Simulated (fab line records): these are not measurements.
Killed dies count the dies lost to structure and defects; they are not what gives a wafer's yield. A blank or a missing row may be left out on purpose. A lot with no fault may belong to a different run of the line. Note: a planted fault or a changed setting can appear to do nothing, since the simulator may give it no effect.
fab line records ; flow n5-finfet
record lots=6; wafers=16; last-day=18
route steps=1938 shown BEOL_M4@1089 PASSIVATION@1936
lots untouched by any fault: they come from a run of this same line in which no faults occurred
start-h: start of the lot's first displayed wafer, in hours after the record's first day ; wait-h: time in hours since the lot's previous step ; " same as the row above ; L1.1+2: one row covering several wafers at once ; - no value present, or no start provided ; * or withheld: withheld ; < > ~ a bound
route shown NAME@n: a module of which the file shows steps, and the number in the route of the first ; usual: mean/standard deviation of fault-free wafers ; same: alike in all rows ; chamber/n: place in a boat ; sites: each site's reading ; _std_site: their standard deviation ; _edge_site: the outer-site mean with the inner-site mean subtracted ; radius-mm: for every site, how far away it sits from the centre of the wafer ; mask NAME#n: copy n ; behind: the tool/chamber that last shaped the wafer ; hold: why the lot went on hold/how many hours it stayed there/how the hold came to an end ; device: the transistor (n, p or np) that didn't switch ; end of line: tests run on the same wafers once the route is complete ; where a step has no rows: the recipe by itself ; killed: dies lost to structure and defects at the first sort, not the wafer's yield ; map: a wafer's dies, marking killed ones x, the rest . and places with no die _
set.NAME: the setting that was run; set.NAME@STEP: the one run at that earlier step ; model.NAME: the simulator's own value behind a step, which no gauge read
a table for each step, a row for each wafer; lots at some steps of the route
services: from which hour (start-h, from the record's first day; less than 0 if before it) a tool's chamber was out of use, for how many hours, and why
## steps
# step N5_BEOL_M4_ANNEAL_82
# recipe temp-c=400; time-s=240; ambient=vacuum
# step N5_BEOL_M4_SPUTTER_86
# recipe material=Cu; target-thk-a=45; temp-c=-20; chamber-pressure-pa=0.07; power-w=withheld; time-s=8.29
# step N5_BEOL_M4_ANNEAL_87
# recipe temp-c=400; time-s=240; ambient=vacuum
# usual heater-power-w=831/76
lot.wafer;tool;chamber;start-h;wait-h;heater-power-w
L191.1;pvd-sputter-03;-;189.94;0.0;852
L191.2;pvd-sputter-03;-;189.94;0.0;761
L191.5;pvd-sputter-03;-;189.94;0.0;759
L194.1;pvd-sputter-03;-;196.46;0.0;916
L194.2;pvd-sputter-03;-;196.46;0.0;848
L194.6;pvd-sputter-03;-;196.46;0.0;913
L197.1;pvd-sputter-03;-;223.17;0.0;799
L197.3;pvd-sputter-03;-;223.17;0.0;773
L197.4;pvd-sputter-03;-;223.17;0.0;845
L204.4;pvd-sputter-02;-;264.10;0.0;773
L204.5;pvd-sputter-02;-;264.10;0.0;948
L207.1;pvd-sputter-01;-;269.99;0.0;782
L207.5;pvd-sputter-01;-;269.99;0.0;803
L212.1;pvd-sputter-01;-;314.12;0.0;723
L212.4;pvd-sputter-01;-;314.12;0.0;881
L212.6;pvd-sputter-01;-;314.12;0.0;782
# step N5_BEOL_M4_SPUTTER_88
# recipe material=Cu; target-thk-a=45; temp-c=-20; chamber-pressure-pa=0.07; power-w=withheld; time-s=8.29
# usual chuck-gas-flow-sccm=1.26/0.053; throttle-valve-pct=30.3/1.1
lot.wafer;tool;chamber;start-h;wait-h;chuck-gas-flow-sccm;throttle-valve-pct
L191.1;pvd-sputter-03;-;190.08;0.1;1.32;31.6
L191.2;pvd-sputter-03;-;190.08;0.1;1.23;28.1
L191.5;pvd-sputter-03;-;190.08;0.1;1.38;28.1
L194.1;pvd-sputter-03;-;196.60;0.1;1.28;30.7
L194.2;pvd-sputter-03;-;196.60;0.1;1.31;31.5
L194.6;pvd-sputter-03;-;196.60;0.1;1.13;30.6
L197.1;pvd-sputter-03;-;223.31;0.1;1.26;29.3
L197.3;pvd-sputter-03;-;223.31;0.1;1.23;28.2
L197.4;pvd-sputter-03;-;223.31;0.1;1.35;31.6
L204.4;pvd-sputter-02;-;264.24;0.1;1.29;31.7
L204.5;pvd-sputter-02;-;264.24;0.1;1.23;32.2
L207.1;pvd-sputter-01;-;272.58;2.5;1.27;30.0
L207.5;pvd-sputter-01;-;272.58;2.5;1.35;30.0
L212.1;pvd-sputter-01;-;314.26;0.1;1.28;31.5
L212.4;pvd-sputter-01;-;314.26;0.1;1.20;29.4
L212.6;pvd-sputter-01;-;314.26;0.1;1.23;29.8
# step N5_BEOL_M4_ANNEAL_89
# recipe temp-c=400; time-s=240; ambient=vacuum
# usual heater-power-w=834/76
lot.wafer;tool;chamber;start-h;wait-h;heater-power-w
L191.1;pvd-sputter-03;-;190.16;0.0;850
L191.2;pvd-sputter-03;-;190.16;0.0;766
L191.5;pvd-sputter-03;-;190.16;0.0;776
L194.1;pvd-sputter-03;-;196.68;0.0;898
L194.2;pvd-sputter-03;-;196.68;0.0;850
L194.6;pvd-sputter-03;-;196.68;0.0;908
L197.1;pvd-sputter-03;-;223.39;0.0;821
L197.3;pvd-sputter-03;-;223.39;0.0;767
L197.4;pvd-sputter-03;-;223.39;0.0;839
L204.4;pvd-sputter-02;-;264.32;0.0;790
L204.5;pvd-sputter-02;-;264.32;0.0;956
L207.1;pvd-sputter-01;-;272.66;0.0;793
L207.5;pvd-sputter-01;-;272.66;0.0;807
L212.1;pvd-sputter-01;-;314.34;0.0;720
L212.4;pvd-sputter-01;-;314.34;0.0;877
L212.6;pvd-sputter-01;-;314.34;0.0;801
# step N5_BEOL_M4_SPUTTER_90
# recipe material=Cu; target-thk-a=45; temp-c=-20; chamber-pressure-pa=0.07; power-w=withheld; time-s=8.29
# step N5_BEOL_M4_ANNEAL_91
# recipe temp-c=400; time-s=240; ambient=vacuum
# step N5_BEOL_M4_SPUTTER_92
# recipe material=Cu; target-thk-a=45; temp-c=-20; chamber-pressure-pa=0.07; power-w=withheld; time-s=8.29
# step N5_BEOL_M4_ANNEAL_93
# recipe temp-c=400; time-s=240; ambient=vacuum
# step N5_BEOL_M4_SPUTTER_94
# recipe material=Cu; target-thk-a=45; temp-c=-20; chamber-pressure-pa=0.07; power-w=withheld; time-s=8.29
# step N5_BEOL_M4_ANNEAL_95
# recipe temp-c=400; time-s=240; ambient=vacuum
# usual heater-power-w=832/80
lot.wafer;tool;chamber;start-h;wait-h;heater-power-w
L191.1;pvd-sputter-03;-;190.82;0.0;854
L191.2;pvd-sputter-03;-;190.82;0.0;755
L191.5;pvd-sputter-03;-;190.82;0.0;759
L194.1;pvd-sputter-03;-;197.34;0.0;922
L194.2;pvd-sputter-03;-;197.34;0.0;861
L194.6;pvd-sputter-03;-;197.34;0.0;935
L197.1;pvd-sputter-03;-;224.05;0.0;831
L197.3;pvd-sputter-03;-;224.05;0.0;767
L197.4;pvd-sputter-03;-;224.05;0.0;847
L204.4;pvd-sputter-02;-;264.98;0.0;769
L204.5;pvd-sputter-02;-;264.98;0.0;968
L207.1;pvd-sputter-01;-;273.32;0.0;799
L207.5;pvd-sputter-01;-;273.32;0.0;794
L212.1;pvd-sputter-01;-;315.00;0.0;684
L212.4;pvd-sputter-01;-;315.00;0.0;897
L212.6;pvd-sputter-01;-;315.00;0.0;782
# step N5_BEOL_M4_SPUTTER_96
# recipe material=Cu; target-thk-a=45; temp-c=-20; chamber-pressure-pa=0.07; power-w=withheld; time-s=8.29
# usual chuck-gas-flow-sccm=1.27/0.052; throttle-valve-pct=30.3/1.1
lot.wafer;tool;chamber;start-h;wait-h;chuck-gas-flow-sccm;throttle-valve-pct
L191.1;pvd-sputter-03;-;190.96;0.1;1.24;31.5
L191.2;pvd-sputter-03;-;190.96;0.1;1.20;28.2
L191.5;pvd-sputter-03;-;190.96;0.1;1.38;28.1
L194.1;pvd-sputter-03;-;197.48;0.1;1.23;30.3
L194.2;pvd-sputter-03;-;197.48;0.1;1.30;31.7
L194.6;pvd-sputter-03;-;197.48;0.1;1.20;30.5
L197.1;pvd-sputter-03;-;224.19;0.1;1.28;29.7
L197.3;pvd-sputter-03;-;224.19;0.1;1.22;28.5
L197.4;pvd-sputter-03;-;224.19;0.1;1.29;31.4
L204.4;pvd-sputter-02;-;265.12;0.1;1.26;31.8
L204.5;pvd-sputter-02;-;265.12;0.1;1.24;32.4
L207.1;pvd-sputter-01;-;273.46;0.1;1.30;29.8
L207.5;pvd-sputter-01;-;273.46;0.1;1.23;30.1
L212.1;pvd-sputter-01;-;315.14;0.1;1.30;32.0
L212.4;pvd-sputter-01;-;315.14;0.1;1.33;29.7
L212.6;pvd-sputter-01;-;315.14;0.1;1.33;29.8
# step N5_BEOL_M4_ECD_50
# recipe material=Cu; target-thk-a=3000
lot.wafer;tool;chamber;start-h;wait-h;model.Cu_of_BEOL_M4_ECD_50.thk-nm
L191.1;ecd-cu-01;0;191.08;0.1;303.4
L191.2;ecd-cu-01;1;191.08;0.1;304.4
L191.5;ecd-cu-01;1;191.08;0.1;300
L194.1;ecd-cu-02;1;197.59;0.1;297.2
L194.2;ecd-cu-02;0;197.59;0.1;296
L194.6;ecd-cu-02;1;197.59;0.1;294.6
L197.1;ecd-cu-02;1;224.31;0.1;298
L197.3;ecd-cu-02;0;224.31;0.1;294.2
L197.4;ecd-cu-02;1;224.31;0.1;301
L204.4;ecd-cu-02;0;265.26;0.1;394.6
L204.5;ecd-cu-02;1;265.26;0.1;301.2
L207.1;ecd-cu-02;1;273.58;0.1;405.2
L207.5;ecd-cu-02;1;273.58;0.1;296.4
L212.1;ecd-cu-01;0;315.26;0.1;299
L212.4;ecd-cu-01;0;315.26;0.1;301.2
L212.6;ecd-cu-01;0;315.26;0.1;303.4
# step N5_BEOL_M4_ANNEAL_51
# recipe temp-c=225; time-s=90; ambient=N2
# step N5_BEOL_M4_CMP_52
# recipe stop-on=SiOC; t-overpolish-s=6.8; down-force-psi=1; platen-rpm=50; clearing-platen-down-force-psi=1.5; clearing-platen-rpm=50; post-cmp-clean=cu-alkaline; target-thk-nm=40; clearing-platen-pad-velocity-m-s=0.99484; pad-velocity-m-s=0.99484
# usual motor-current-A=5.9/0.78; pad-life-wafers=1158/760; retaining-ring-pressure-frac=1.001/0.005; time-to-endpoint-s=63.4/2.7
lot.wafer;tool;chamber;start-h;wait-h;motor-current-A;pad-life-wafers;retaining-ring-pressure-frac;time-to-endpoint-s
L191.2;cmp-02;1;191.47;0.2;7.1;1794;1.000;63.4
L191.1;cmp-02;2;191.47;0.2;6.2;1795;1.003;64.5
L191.5;cmp-02;2;191.47;0.2;6.1;-;1.002;64.0
L194.2;cmp-02;3;198.22;0.5;6.3;1873;0.997;62.7
L194.1;cmp-02;1;198.22;0.5;6.9;1875;1.011;59.0
L194.6;cmp-02;2;198.22;0.5;5.9;-;1.001;60.7
L197.1;cmp-04;1;224.72;0.3;6.7;1308;0.996;61.1
L197.3;cmp-04;3;224.72;0.3;4.8;1310;0.992;61.9
L197.4;cmp-04;0;224.72;0.3;4.6;1311;1.001;63.1
L204.4;cmp-01;0;265.73;0.2;5.4;2007;1.001;82.3
L204.5;cmp-01;1;265.73;0.2;6.2;-;1.000;61.2
L207.1;cmp-04;3;273.99;0.3;4.8;1687;1.003;89.5
L207.5;cmp-04;2;273.99;0.3;5.2;-;1.008;67.9
L212.1;cmp-02;1;315.64;0.3;7.0;738;1.004;62.9
L212.4;cmp-02;3;315.64;0.3;6.5;740;0.997;65.9
L212.6;cmp-02;2;315.64;0.3;6.3;-;1.002;65.2
# step N5_BEOL_M4_THK_MEAS_53
# recipe thk-meas-gauge=xrf; reads=Cu_of_BEOL_M4_ECD_50
# usual M4_THK=40.6/1.1
lot.wafer;tool;chamber;start-h;wait-h;M4_THK[nm]
L191.1;film-metro-02;-;191.76;-;40.3
L191.2;film-metro-02;-;191.76;-;41.0
L191.5;film-metro-02;-;191.76;-;39.0
L194.1;film-metro-01;-;198.48;-;41.8
L194.2;film-metro-01;-;198.48;-;42.7
L194.6;film-metro-01;-;198.48;-;41.4
L197.1;film-metro-02;-;225.01;-;42.0
L197.3;film-metro-02;-;225.01;-;41.3
L197.4;film-metro-02;-;225.01;-;41.8
L204.4;film-metro-02;-;265.92;-;41.4
L204.5;film-metro-02;-;265.92;-;41.0
L207.1;film-metro-01;-;274.25;-;41.8
L207.5;film-metro-01;-;274.25;-;39.6
L212.1;film-metro-02;-;315.94;-;39.9
L212.4;film-metro-02;-;315.94;-;40.2
L212.6;film-metro-02;-;315.94;-;40.3
# step N5_BEOL_M4_RC_MEAS_101
# usual DIBL_N=35.8/1.4; DIBL_P=35.8/1.6; IOFF_N=0.152/0.021; IOFF_P=0.204/0.027; ION_N=672/8.7; ION_P=461/6.2; SS_N=71.5/0.54; SS_P=73.1/0.57; VT_N=250.0/2.5; VT_P=-250.6/2.7
lot.wafer;tool;chamber;start-h;wait-h;DIBL_N[mV/V];DIBL_P[mV/V];IOFF_N[nA/um];IOFF_P[nA/um];ION_N[uA/um];ION_P[uA/um];SS_N[mV/dec];SS_P[mV/dec];VT_N[mV];VT_P[mV]
L191.1;prober-01;0;192.13;0.0;34.2;35.6;0.135;0.169;677;459;71.9;72.5;252.0;-255.8
L191.2;prober-01;0;192.13;0.0;35.6;37.6;0.158;0.192;685;463;72.7;73.5;250.6;-253.6
L191.5;prober-01;0;192.13;0.0;33.8;35.6;0.136;0.170;679;455;72.4;72.4;251.7;-253.4
L194.1;prober-02;0;198.87;0.0;37.8;39.8;0.215;0.286;680;470;71.7;74.0;243.1;-245.3
L194.2;prober-02;0;198.87;0.0;34.1;34.8;0.129;0.189;671;468;70.6;72.2;249.4;-250.8
L194.6;prober-02;0;198.87;0.0;36.0;36.2;0.151;0.215;674;463;70.9;72.2;250.3;-248.8
L197.1;prober-02;0;225.32;0.0;33.8;34.2;0.122;0.188;671;472;69.9;72.0;251.8;-248.4
L197.3;prober-02;0;225.32;0.0;33.8;34.4;0.123;0.185;673;463;71.0;72.3;251.4;-248.0
L197.4;prober-02;0;225.32;0.0;35.0;35.7;0.135;0.198;671;463;70.9;72.3;250.8;-249.4
L204.4;prober-02;0;266.69;0.5;34.4;35.6;0.140;0.193;671;461;71.6;73.0;251.0;-250.9
L204.5;prober-02;0;266.69;0.5;36.2;37.4;0.167;0.223;677;466;72.0;72.9;246.9;-247.8
L207.1;prober-02;0;274.56;0.0;38.4;36.9;0.168;0.237;684;466;71.4;72.9;249.6;-248.1
L207.5;prober-02;0;274.56;0.0;36.9;33.7;0.133;0.186;669;460;71.5;72.9;252.3;-251.4
L212.1;prober-02;0;316.25;0.0;35.7;33.9;0.151;0.192;678;464;71.7;72.7;248.7;-248.6
L212.4;prober-02;0;316.25;0.0;35.2;32.9;0.144;0.178;670;455;71.1;71.9;249.1;-254.6
L212.6;prober-02;0;316.25;0.0;34.7;32.5;0.138;0.180;668;462;70.4;72.3;251.3;-251.1
# step N5_PASSIVATION_PROBE_49
# usual defect-limited-yield=91.6/1.4; killed_at_M0_to_M3=33/9.7; killed_at_M4_up=13/5.4; killed-at-contacts=13/6.6; killed-at-front-end=36/11; killed-at-other=3.9/3; killed-dies=99/16; killed-on-rim=13/3.8; killed-open=66/12; killed-short=32/7.9; sort_bin_5_function=4.9/0.9; sort_bin_6_memory=3.2/0.67; sort-n-pass=1081/16; sort-yield-pct=91.6/1.4
# same gross-dies=1180; killed-at-back-side=0; sort_bin_4_leakage[%]=0; sort_bin_8_speed[%]=0
lot.wafer;tool;chamber;start-h;wait-h;defect-limited-yield[%];killed_at_M0_to_M3;killed_at_M4_up;killed-at-contacts;killed-at-front-end;killed-at-other;killed-dies;killed-on-rim;killed-open;killed-short;sort_bin_5_function[%];sort_bin_6_memory[%];sort-n-pass;sort-yield-pct[%]
L194.1;prober-01;-;309.10;0.4;93.3;43;12;3;21;0;79;8;47;29;4.5;1.9;1101;93.3
L194.2;prober-01;-;309.15;0.5;91.5;42;15;5;37;1;100;20;64;33;4.9;3.1;1080;91.5
L194.6;prober-01;-;309.35;0.7;90.4;29;11;12;53;8;113;10;67;44;5.7;3.7;1067;90.4
L197.3;prober-01;-;333.55;0.1;90.1;48;18;19;25;7;117;15;84;33;5.8;4.0;1063;90.1
# killed by level:class
L194.1 BEOL_M1:geometric-particle:open=10 BEOL_M3:geometric-particle:open=9 BEOL_M1:geometric-particle:short=6 STI_FIN_REVEAL:geometric-particle:open=5 BEOL_M0:geometric-particle:open=5 FIN_SAQP:geometric-particle:open=4 BEOL_M0_SAQP:geometric-particle:short=4 BEOL_M0_SAQP:geometric-particle:open=4
L194.2 FIN_SAQP:geometric-particle:open=10 BEOL_M1:geometric-particle:open=10 FIN_SAQP:geometric-particle:short=9 BEOL_M3:geometric-particle:open=9 BEOL_M0_SAQP:geometric-particle:open=8 MOL_CONTACT_COAG:geometric-particle:open=5 BEOL_M1:geometric-particle:short=5 BEOL_M0_SAQP:geometric-particle:short=4
L194.6 STI_FIN_REVEAL:geometric-particle:open=16 MOL_CONTACT_COAG:geometric-particle:open=11 BEOL_M0_SAQP:geometric-particle:short=11 FIN_SAQP:geometric-particle:open=9 FIN_SAQP:geometric-particle:short=8 STARTING-WAFER:geometric-particle:open=6 BEOL_M0_SAQP:geometric-particle:open=5 BEOL_M3:geometric-particle:open=5
L197.3 BEOL_M1:geometric-particle:open=18 MOL_CONTACT_COAG:geometric-particle:open=16 FIN_SAQP:geometric-particle:open=8 BEOL_M0_SAQP:geometric-particle:short=8 BEOL_M4:geometric-particle:open=8 FIN_SAQP:geometric-particle:short=7 BEOL_M1:geometric-particle:short=6 BEOL_M0_SAQP:geometric-particle:open=5
## services
tool;chamber;start-h;hours;kind
ecd-cu-01;-;170.35;1.4;repair
cmp-01;-;195.05;4.0;repair
cmp-01;-;202.53;2.6;repair
cmp-04;-;213.85;2.0;repair
cmp-02;-;217.07;4.0;pm
cmp-02;-;221.07;-;consumable-replace:conditioner
cmp-02;-;221.07;-;consumable-replace:pad
cmp-02;-;236.73;3.6;pm
ecd-cu-02;-;240.35;4.2;repair
cmp-01;-;276.89;4.0;pm
cmp-01;-;280.89;-;consumable-replace:conditioner
cmp-01;-;280.89;-;consumable-replace:pad
cmp-02;-;282.84;3.9;repair
cmp-04;-;285.55;4.9;pm
cmp-02;-;301.49;0.3;repair
cmp-04;-;305.26;1.2;repair
cmp-01;-;312.41;0.7;repair
## key
first-sign step=N5_BEOL_M4_CMP_52; reading=time-to-endpoint-s; direction=up; sigmas=8.3; usual=*; struck=*
effect none on later readings
model-effect step=N5_BEOL_M4_ECD_50; value=Cu_of_BEOL_M4_ECD_50.thk-nm; without=301.4; struck=399.9
met-at N5_BEOL_M4_ECD_50
struck-wafers L204.4,L207.1
onset-between 224.31 265.26
fault kind=process-parameter-drift; tool=ecd-cu-02; chamber=-; onset-h=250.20; steps=N5_BEOL_M4_ECD_50; channel=target-thk-a; offset=*; shape=step; end-h=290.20; scope=struck-wafers-only; acts-in=*; stated=*
